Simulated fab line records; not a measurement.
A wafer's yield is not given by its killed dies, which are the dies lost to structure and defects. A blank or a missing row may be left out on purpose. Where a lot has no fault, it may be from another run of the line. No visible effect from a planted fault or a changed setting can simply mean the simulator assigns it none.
What tool caused it? / flow nand harc / 10 lots with 30 wafers sampled at 5 steps, on a route of 1159 steps

== WHAT EACH GAUGE READ, for each wafer ==
NHARC_A_BONDPAD_THK_MEAS_20: measures by xrf. Usual: 169.7 nm for thk nm, sd 1.5.
lot=L411; measured=day 18 04:19; on=film metro-02; thk nm (nm)=168.9 171.4 169.3; flag=
lot=L412; measured=day 18 14:31; on=film metro-01; thk nm (nm)=170.0 169.0 167.6; flag=
lot=L413; measured=day 18 15:02; on=film metro-01; thk nm (nm)=170.8 169.8 171.1; flag=
lot=L414; measured=day 18 19:59; on=film metro-02; thk nm (nm)=171.8 169.7 169.2; flag=
lot=L415; measured=day 18 09:54; on=film metro-02; thk nm (nm)=172.0 168.8 168.1; flag=
lot=L417; measured=day 18 15:49; on=film metro-02; thk nm (nm)=171.9 169.5 169.4; flag=
lot=L416; measured=day 18 18:35; on=film metro-01; thk nm (nm)=169.7 168.8 171.8; flag=
lot=L429; measured=day 22 19:13; on=film metro-01; thk nm (nm)=171.8 167.7 171.0; flag=
lot=L431; measured=day 22 22:43; on=film metro-02; thk nm (nm)=173.3 171.3 171.9; flag=
lot=L430; measured=day 23 02:41; on=film metro-01; thk nm (nm)=171.1 170.4 171.0; flag=

NHARC_END_WLT_00. Usual: VT_DECK1_BOTTOM 0.872, standard deviation 0.0062; VT_DECK1_BOTTOM_INNER 0.872, standard deviation 0.0064; VT_DECK1_MEDIAN_NEAR_BOTTOM 0.873, standard deviation 0.0062; VT_DECK1_MEDIAN_NEAR_BOTTOM_INNER 0.873, standard deviation 0.0065; VT_DECK1_MIDDLE 0.885, standard deviation 0.0063; VT_DECK1_MIDDLE_INNER 0.886, standard deviation 0.0059; VT_DECK1_TOP 0.897, standard deviation 0.0056; VT_DECK1_TOP_INNER 0.897, standard deviation 0.006.
lot=L411; measured=day 20 05:43; on=prober-01; VT_DECK1_BOTTOM=0.869 0.868 0.870; VT_DECK1_BOTTOM_INNER=0.868 0.870 0.875; VT_DECK1_MEDIAN_NEAR_BOTTOM=0.872 0.868 0.858; VT_DECK1_MEDIAN_NEAR_BOTTOM_INNER=0.873 0.868 0.871; VT_DECK1_MIDDLE=0.884 0.879 0.888; VT_DECK1_MIDDLE_INNER=0.877 0.891 0.885; VT_DECK1_TOP=0.893 0.899 0.894; VT_DECK1_TOP_INNER=0.903 0.904 0.895; flag=
lot=L412; measured=day 20 18:10; on=prober-02; VT_DECK1_BOTTOM=0.874 0.871 0.872; VT_DECK1_BOTTOM_INNER=0.869 0.870 0.880; VT_DECK1_MEDIAN_NEAR_BOTTOM=0.878 0.875 0.875; VT_DECK1_MEDIAN_NEAR_BOTTOM_INNER=0.880 0.880 0.878; VT_DECK1_MIDDLE=0.886 0.885 0.893; VT_DECK1_MIDDLE_INNER=0.891 0.888 0.880; VT_DECK1_TOP=0.913 0.904 0.905; VT_DECK1_TOP_INNER=0.910 0.901 0.903; flag=
lot=L413; measured=day 21 01:31; on=prober-02; VT_DECK1_BOTTOM=0.869 0.872 0.875; VT_DECK1_BOTTOM_INNER=0.867 0.884 0.863; VT_DECK1_MEDIAN_NEAR_BOTTOM=0.872 0.880 0.887; VT_DECK1_MEDIAN_NEAR_BOTTOM_INNER=0.864 0.870 0.879; VT_DECK1_MIDDLE=0.890 0.888 0.889; VT_DECK1_MIDDLE_INNER=0.889 0.886 0.888; VT_DECK1_TOP=0.902 0.899 0.898; VT_DECK1_TOP_INNER=0.900 0.898 0.897; flag=
lot=L414; measured=day 21 09:21; on=prober-02; VT_DECK1_BOTTOM=0.868 0.868 0.864; VT_DECK1_BOTTOM_INNER=0.864 0.861 0.875; VT_DECK1_MEDIAN_NEAR_BOTTOM=0.872 0.866 0.870; VT_DECK1_MEDIAN_NEAR_BOTTOM_INNER=0.863 0.869 0.874; VT_DECK1_MIDDLE=0.885 0.884 0.881; VT_DECK1_MIDDLE_INNER=0.874 0.874 0.881; VT_DECK1_TOP=0.887 0.890 0.896; VT_DECK1_TOP_INNER=0.892 0.895 0.899; flag=
lot=L415; measured=day 20 13:29; on=prober-01; VT_DECK1_BOTTOM=0.862 0.866 0.879; VT_DECK1_BOTTOM_INNER=0.870 0.870 0.880; VT_DECK1_MEDIAN_NEAR_BOTTOM=0.870 0.872 0.873; VT_DECK1_MEDIAN_NEAR_BOTTOM_INNER=0.864 0.871 0.876; VT_DECK1_MIDDLE=0.882 0.884 0.884; VT_DECK1_MIDDLE_INNER=0.884 0.878 0.881; VT_DECK1_TOP=0.903 0.893 0.887; VT_DECK1_TOP_INNER=0.896 0.890 0.892; flag=
lot=L417; measured=day 20 21:13; on=prober-01; VT_DECK1_BOTTOM=0.868 0.873 0.877; VT_DECK1_BOTTOM_INNER=0.874 0.880 0.885; VT_DECK1_MEDIAN_NEAR_BOTTOM=0.880 0.883 0.877; VT_DECK1_MEDIAN_NEAR_BOTTOM_INNER=0.880 0.875 0.882; VT_DECK1_MIDDLE=0.902 0.895 0.891; VT_DECK1_MIDDLE_INNER=0.890 0.896 0.895; VT_DECK1_TOP=0.905 0.899 0.903; VT_DECK1_TOP_INNER=0.906 0.902 0.905; flag=
lot=L416; measured=day 21 05:02; on=prober-01; VT_DECK1_BOTTOM=0.868 0.863 0.867; VT_DECK1_BOTTOM_INNER=0.866 0.868 0.871; VT_DECK1_MEDIAN_NEAR_BOTTOM=0.869 0.872 0.861; VT_DECK1_MEDIAN_NEAR_BOTTOM_INNER=0.877 0.869 0.873; VT_DECK1_MIDDLE=0.880 0.867 0.879; VT_DECK1_MIDDLE_INNER=0.878 0.868 0.878; VT_DECK1_TOP=0.888 0.890 0.884; VT_DECK1_TOP_INNER=0.882 0.892 0.892; flag=
lot=L429; measured=day 24 06:32; on=prober-02; VT_DECK1_BOTTOM=0.874 0.876 0.867; VT_DECK1_BOTTOM_INNER=0.883 0.873 0.864; VT_DECK1_MEDIAN_NEAR_BOTTOM=0.866 0.873 0.866; VT_DECK1_MEDIAN_NEAR_BOTTOM_INNER=0.877 0.878 0.871; VT_DECK1_MIDDLE=0.889 0.889 0.866; VT_DECK1_MIDDLE_INNER=0.885 0.883 0.879; VT_DECK1_TOP=0.894 0.892 0.895; VT_DECK1_TOP_INNER=0.899 0.896 0.894; flag=
lot=L431; measured=day 24 07:15; on=prober-01; VT_DECK1_BOTTOM=0.869 0.865 0.870; VT_DECK1_BOTTOM_INNER=0.867 0.866 0.866; VT_DECK1_MEDIAN_NEAR_BOTTOM=0.875 0.872 0.871; VT_DECK1_MEDIAN_NEAR_BOTTOM_INNER=0.873 0.864 0.874; VT_DECK1_MIDDLE=0.876 0.880 0.878; VT_DECK1_MIDDLE_INNER=0.887 0.885 0.884; VT_DECK1_TOP=0.889 0.899 0.894; VT_DECK1_TOP_INNER=0.898 0.906 0.896; flag=
lot=L430; measured=day 24 14:20; on=prober-02; VT_DECK1_BOTTOM=0.878 0.874 0.877; VT_DECK1_BOTTOM_INNER=0.886 0.874 0.870; VT_DECK1_MEDIAN_NEAR_BOTTOM=0.880 0.875 0.879; VT_DECK1_MEDIAN_NEAR_BOTTOM_INNER=0.875 0.872 0.875; VT_DECK1_MIDDLE=0.893 0.894 0.882; VT_DECK1_MIDDLE_INNER=0.884 0.882 0.894; VT_DECK1_TOP=0.900 0.903 0.906; VT_DECK1_TOP_INNER=0.902 0.896 0.901; flag=

NHARC_END_SORT_01. Usual: killed at array 29, standard deviation 11; killed at other 0.7, standard deviation 1.1; killed at periphery 3.1, standard deviation 2; killed dies 33, standard deviation 11; killed open 3.5, standard deviation 1.8; killed short 2.0, standard deviation 1.4.
lot=L429; measured=day 24 09:32; on=prober-02; killed at array=19 6 15; killed at other=2 0 1; killed at periphery=2 44 2; killed dies=23 50 18; killed open=5 1 1; killed short=3 1 1; flag=OFF

== EACH LOT AND THE TOOL THAT RAN IT (in order: tool; ch and the chambers of the sampled wafers; start) ==
lot=L411; NHARC_P_CONTACT_PRE_CLEAN_39=pvd sputter-03, day 5 19:26; NHARC_A_BONDPAD_ANNEAL_28=rtp anneal-01 ch 0, day 18 03:40
lot=L412; NHARC_P_CONTACT_PRE_CLEAN_39=pvd sputter-02, day 6 02:13; NHARC_A_BONDPAD_ANNEAL_28=rtp anneal-02 ch 0, day 18 13:56
lot=L413; NHARC_P_CONTACT_PRE_CLEAN_39=pvd sputter-01, day 6 02:35; NHARC_A_BONDPAD_ANNEAL_28=rtp anneal-02 ch 0, day 18 14:24
lot=L414; NHARC_P_CONTACT_PRE_CLEAN_39=pvd sputter-01, day 6 16:53; NHARC_A_BONDPAD_ANNEAL_28=rtp anneal-02 ch 0, day 18 19:22
lot=L415; NHARC_P_CONTACT_PRE_CLEAN_39=pvd sputter-03, day 6 17:41; NHARC_A_BONDPAD_ANNEAL_28=rtp anneal-02 ch 0, day 18 09:13
lot=L417; NHARC_P_CONTACT_PRE_CLEAN_39=pvd sputter-01, day 6 23:29; NHARC_A_BONDPAD_ANNEAL_28=rtp anneal-02 ch 0, day 18 15:08
lot=L416; NHARC_P_CONTACT_PRE_CLEAN_39=pvd sputter-03, day 6 23:47; NHARC_A_BONDPAD_ANNEAL_28=rtp anneal-01 ch 0, day 18 17:53
lot=L429; NHARC_P_CONTACT_PRE_CLEAN_39=pvd sputter-02, day 9 17:46; NHARC_A_BONDPAD_ANNEAL_28=rtp anneal-02 ch 0, day 22 18:32
lot=L431; NHARC_P_CONTACT_PRE_CLEAN_39=pvd sputter-01, day 10 08:17; NHARC_A_BONDPAD_ANNEAL_28=rtp anneal-02 ch 0, day 22 22:02
lot=L430; NHARC_P_CONTACT_PRE_CLEAN_39=pvd sputter-03, day 10 09:28; NHARC_A_BONDPAD_ANNEAL_28=rtp anneal-02 ch 0, day 23 02:01
- NHARC_P_CONTACT_PRE_CLEAN_39: time 19.5 s.
- NHARC_A_BONDPAD_ANNEAL_28: time 90 s.

== AS READ BY THE TOOLS THEMSELVES (means over the sampled wafers that have a number; for cases with no such wafer, the mark the record gives instead) ==
NHARC_P_CONTACT_PRE_CLEAN_39. Usual: 250.0 V for bias v, sd 2.4.
lot=L411; tool=pvd sputter-03; bias v (V)=254.2; flag=
lot=L412; tool=pvd sputter-02; bias v (V)=248.0; flag=
lot=L413; tool=pvd sputter-01; bias v (V)=249.4; flag=
lot=L414; tool=pvd sputter-01; bias v (V)=250.2; flag=
lot=L415; tool=pvd sputter-03; bias v (V)=248.6; flag=
lot=L417; tool=pvd sputter-01; bias v (V)=250.0; flag=
lot=L416; tool=pvd sputter-03; bias v (V)=249.2; flag=
lot=L429; tool=pvd sputter-02; bias v (V)=249.1; flag=
lot=L431; tool=pvd sputter-01; bias v (V)=253.3; flag=
lot=L430; tool=pvd sputter-03; bias v (V)=250.2; flag=

NHARC_A_BONDPAD_ANNEAL_28. Usual: 226.3 for wafer_temp_C_max, sd 0.36.
lot=L411; tool=rtp anneal-01; wafer_temp_C_max=226.3; flag=
lot=L412; tool=rtp anneal-02; wafer_temp_C_max=226.2; flag=
lot=L413; tool=rtp anneal-02; wafer_temp_C_max=226.3; flag=
lot=L414; tool=rtp anneal-02; wafer_temp_C_max=226.3; flag=
lot=L415; tool=rtp anneal-02; wafer_temp_C_max=226.1; flag=
lot=L417; tool=rtp anneal-02; wafer_temp_C_max=226.2; flag=
lot=L416; tool=rtp anneal-01; wafer_temp_C_max=226.3; flag=
lot=L429; tool=rtp anneal-02; wafer_temp_C_max=225.9; flag=
lot=L431; tool=rtp anneal-02; wafer_temp_C_max=226.0; flag=
lot=L430; tool=rtp anneal-02; wafer_temp_C_max=226.2; flag=

== THE ANSWER, worked out from the rows above alone ==
Rule: a lot counts as off when the mean over its wafers that have a number is more than 3 standard deviations away from the usual mean. Also off: a lot with no number at a reading for which 4 or more lots have one. Any other lot the step has rows for is counted as sound. The gauges are gone through in route order, then the tools' own readings, and for those a lot's mean is taken as printed above. At the first step where some lot is off, the reading lying furthest off is the one used; lots without a number count as furthest.
Off: L429, at NHARC_END_SORT_01 (killed at periphery). Neither off nor sound, because the step has no rows for them: L411, L412, L413, L414, L415, L417, L416, L431, L430.
A tool fits if, at a process step before that reading, it ran every lot that is off, and no sound lot after the first of them. The gauges at NHARC_END_SORT_01 are tried like those tools. Can't be told from this: 3 tools fit, pvd sputter-02 at NHARC_P_CONTACT_PRE_CLEAN_39, rtp anneal-02 at NHARC_A_BONDPAD_ANNEAL_28, prober-02 at NHARC_END_SORT_01.

== WHAT THE SIMULATOR HAD PUT IN ==
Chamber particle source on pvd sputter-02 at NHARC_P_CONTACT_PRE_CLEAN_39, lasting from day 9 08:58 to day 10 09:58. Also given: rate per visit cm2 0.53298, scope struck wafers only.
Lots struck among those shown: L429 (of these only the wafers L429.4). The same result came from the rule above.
